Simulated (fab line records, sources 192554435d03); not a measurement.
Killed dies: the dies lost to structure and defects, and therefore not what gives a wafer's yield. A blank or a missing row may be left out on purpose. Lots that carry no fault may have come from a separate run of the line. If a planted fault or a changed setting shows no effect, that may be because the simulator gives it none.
Matching of chambers || flow n5Finfet || 4 sister chambers for N5_BEOL_M4_CMP_52 on cmp-04
The step polishes, stops on SiOC, t overpolish 6.8 s, target thk 40 nm. 14 wafers are shown with their chamber, then 7 later ones without.

## WAFERS WITH THEIR CHAMBER
{"wafer": "L208.2", "chamber": 3, "motorCurrentA (A)": 6.9, "timeToEndpointS (s)": 61, "clearingPlatenRpm (rpm)": 50.018}
{"wafer": "L208.4", "chamber": 2, "motorCurrentA (A)": 6.0, "timeToEndpointS (s)": 67, "clearingPlatenRpm (rpm)": 50.026}
{"wafer": "L208.5", "chamber": 2, "motorCurrentA (A)": 6.1, "timeToEndpointS (s)": 66, "clearingPlatenRpm (rpm)": 50.012}
{"wafer": "L209.4", "chamber": 2, "motorCurrentA (A)": 6.2, "timeToEndpointS (s)": 69, "clearingPlatenRpm (rpm)": 50.000}
{"wafer": "L209.5", "chamber": 3, "motorCurrentA (A)": 6.5, "timeToEndpointS (s)": 59, "clearingPlatenRpm (rpm)": 49.982}
{"wafer": "L209.6", "chamber": 0, "motorCurrentA (A)": 5.5, "timeToEndpointS (s)": 62, "clearingPlatenRpm (rpm)": 49.943}
{"wafer": "L220.3", "chamber": 2, "motorCurrentA (A)": 6.5, "timeToEndpointS (s)": 66, "clearingPlatenRpm (rpm)": 49.987}
{"wafer": "L220.4", "chamber": 3, "motorCurrentA (A)": 6.9, "timeToEndpointS (s)": 58, "clearingPlatenRpm (rpm)": 49.982}
{"wafer": "L220.6", "chamber": 0, "motorCurrentA (A)": 5.5, "timeToEndpointS (s)": 63, "clearingPlatenRpm (rpm)": 49.975}
{"wafer": "L221.3", "chamber": 1, "motorCurrentA (A)": 5.9, "timeToEndpointS (s)": 66, "clearingPlatenRpm (rpm)": 50.030}
{"wafer": "L221.4", "chamber": 2, "motorCurrentA (A)": 6.6, "timeToEndpointS (s)": 63, "clearingPlatenRpm (rpm)": 50.015}
{"wafer": "L221.5", "chamber": 3, "motorCurrentA (A)": 6.9, "timeToEndpointS (s)": 57, "clearingPlatenRpm (rpm)": 50.029}
{"wafer": "L222.2", "chamber": 3, "motorCurrentA (A)": 6.8, "timeToEndpointS (s)": 56, "clearingPlatenRpm (rpm)": 49.984}
{"wafer": "L222.3", "chamber": 2, "motorCurrentA (A)": 6.3, "timeToEndpointS (s)": 65, "clearingPlatenRpm (rpm)": 49.985}

SIGNATURES (means of the wafers above)
{"reading": "motorCurrentA", "chamber 0": 5.500, "chamber 1": 5.900, "chamber 2": 6.283, "chamber 3": 6.800, "scatter within a chamber": 0.197}
{"reading": "timeToEndpointS", "chamber 0": 62.50, "chamber 1": 66.00, "chamber 2": 66.00, "chamber 3": 58.20, "scatter within a chamber": 1.88}
{"reading": "clearingPlatenRpm", "chamber 0": 49.95900, "chamber 1": 50.03000, "chamber 2": 50.00417, "chamber 3": 49.99900, "scatter within a chamber": 0.0198}
Rule: for a wafer and a chamber, the distance is found by dividing, reading by reading, the gap between the wafer's reading and the chamber's mean by the reading's scatter, squaring, summing and taking the root. If the next closest chamber is less than 2 further off than the closest, the wafer can't be placed; otherwise it belongs to the closest. How the scatter is found: for the shown wafers, subtract from each reading the mean of its chamber, square and add these, divide the total by (wafers less chambers), then take the root.

## WAFERS WITHOUT THEIR CHAMBER
{"wafer": "L222.5", "motorCurrentA (A)": 6.0, "timeToEndpointS (s)": 67, "clearingPlatenRpm (rpm)": 49.982}
{"wafer": "L226.1", "motorCurrentA (A)": 6.1, "timeToEndpointS (s)": 66, "clearingPlatenRpm (rpm)": 50.025}
{"wafer": "L226.2", "motorCurrentA (A)": 5.6, "timeToEndpointS (s)": 70, "clearingPlatenRpm (rpm)": 50.003}
{"wafer": "L226.5", "motorCurrentA (A)": 6.9, "timeToEndpointS (s)": 55, "clearingPlatenRpm (rpm)": 49.989}
{"wafer": "L225.1", "motorCurrentA (A)": 6.2, "timeToEndpointS (s)": 69, "clearingPlatenRpm (rpm)": 49.944}
{"wafer": "L225.2", "motorCurrentA (A)": 6.2, "timeToEndpointS (s)": 65, "clearingPlatenRpm (rpm)": 50.024}
{"wafer": "L225.6", "motorCurrentA (A)": 6.0, "timeToEndpointS (s)": 69, "clearingPlatenRpm (rpm)": 49.973}

## WHICH CHAMBER EACH ONE RAN IN
{"wafer": "L222.5", "from the rows above": "can't be placed: 2 or 1 or 0", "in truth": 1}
{"wafer": "L226.1", "from the rows above": "can't be placed: 1 or 2", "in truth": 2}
{"wafer": "L226.2", "from the rows above": "can't be placed: 1 or 2 or 0", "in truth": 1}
{"wafer": "L226.5", "from the rows above": 3, "in truth": 3}
{"wafer": "L225.1", "from the rows above": "can't be placed: 2 or 1 or 0", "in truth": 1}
{"wafer": "L225.2", "from the rows above": "can't be placed: 2 or 1", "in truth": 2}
{"wafer": "L225.6", "from the rows above": "can't be placed: 2 or 1 or 0", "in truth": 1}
Placed correctly: 1 of 7. Unplaceable from these rows: 6, with the true chamber sitting among the candidates in 6. Number placed wrongly: 0.
